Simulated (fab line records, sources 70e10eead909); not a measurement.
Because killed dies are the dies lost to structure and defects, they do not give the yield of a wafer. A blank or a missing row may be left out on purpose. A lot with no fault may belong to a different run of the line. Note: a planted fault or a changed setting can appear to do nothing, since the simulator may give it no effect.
Commonality check across tools | flow nand-harc | Sampled: 2 lots, 6 wafers

## THE REASON FOR OPENING IT
On 2 of the 2 lots, a flag is raised at NHARC_END_SORT_01 on the reading killed-at-array. Fault-free wafers read 55, with a standard deviation of 12.
Rule: flag the lot when none of its wafers has a number, or when each of its wafers that has one lies beyond 4 standard deviations from that mean. All remaining lots are regarded as sound.

lot  | measured     | on        | killed-at-array, wafer by wafer | flag
L994 | day 32 02:43 | prober-02 | 130 127 131                     | FLAGGED
L996 | day 32 22:58 | prober-02 | 137 145 144                     | FLAGGED
Average over the flagged lots: 136; offset from the usual +81, equal to +7 standard deviations.

## LOT BY LOT: THE TOOL USED
The record holds 3 process steps before the reading, out of a route of 1302 steps. Cell contents, in order: the tool; ch with the chambers the sampled wafers went through; the start.
lot  | flag    | NHARC_A_CHANNEL_FILL_D1_ALD_15      | NHARC_THIN_TSV_PVD_19                   | NHARC_THIN_TSV_STRIP_56
L994 | FLAGGED | ald-sin-batch-01 ch 0, day 17 04:02 | pvd-sputter-02, day 31 15:42 or earlier | plasma-asher-02 ch 0,1, day 31 15:42
L996 | FLAGGED | ald-sin-batch-01 ch 0, day 18 02:02 | pvd-sputter-03, day 32 10:41 or earlier | plasma-asher-02 ch 0,1, day 32 10:41
What the steps here do:
- NHARC_A_CHANNEL_FILL_D1_ALD_15: deposits SiNx, target thk 2 nm, pulse time 60 s, ald cycles 19.
- NHARC_THIN_TSV_PVD_19: deposits TaN, target thk 20 nm.
- NHARC_THIN_TSV_STRIP_56: strips in O2.
- NHARC_END_SORT_01

## FLAGGED AGAINST TOTAL, ONE TOOL AT A TIME (gauges that did the reading follow at the end)
step                           | tool             | lots run | flagged | share of the flagged lots | sound lots run after its first flagged lot
NHARC_A_CHANNEL_FILL_D1_ALD_15 | ald-sin-batch-01 | 2        | 2       | all                       | 0
NHARC_THIN_TSV_PVD_19          | pvd-sputter-02   | 1        | 1       | some                      | 0
NHARC_THIN_TSV_PVD_19          | pvd-sputter-03   | 1        | 1       | some                      | 0
NHARC_THIN_TSV_STRIP_56        | plasma-asher-02  | 2        | 2       | all                       | 0
NHARC_END_SORT_01              | prober-02        | 2        | 2       | all                       | 0
NHARC_THIN_TSV_PVD_19: start missing for some lots; hours and lot order therefore follow NHARC_THIN_TSV_STRIP_56.

## WHAT THE TABLE PERMITS
3 rows of the table ran every flagged lot: ald-sin-batch-01 at NHARC_A_CHANNEL_FILL_D1_ALD_15, plasma-asher-02 at NHARC_THIN_TSV_STRIP_56, prober-02 at NHARC_END_SORT_01.
- ald-sin-batch-01 at NHARC_A_CHANNEL_FILL_D1_ALD_15 ran 2 lots, 2 of them flagged. It ran no sound lot before its first flagged lot in this sample, so the start can't be narrowed down.
- plasma-asher-02 at NHARC_THIN_TSV_STRIP_56 ran 2 lots, 2 of them flagged. It ran no sound lot before its first flagged lot in this sample, so the start can't be narrowed down.
- prober-02 at NHARC_END_SORT_01 ran 2 lots, 2 of them flagged. It ran no sound lot before its first flagged lot in this sample, so the start can't be narrowed down.
Because each of these 3 tools fits a fault that began at some hour, counting lots does not separate them. More lots, or a look at what each step does to the wafer, might.

## WHAT HAD BEEN PUT IN BY THE SIMULATOR
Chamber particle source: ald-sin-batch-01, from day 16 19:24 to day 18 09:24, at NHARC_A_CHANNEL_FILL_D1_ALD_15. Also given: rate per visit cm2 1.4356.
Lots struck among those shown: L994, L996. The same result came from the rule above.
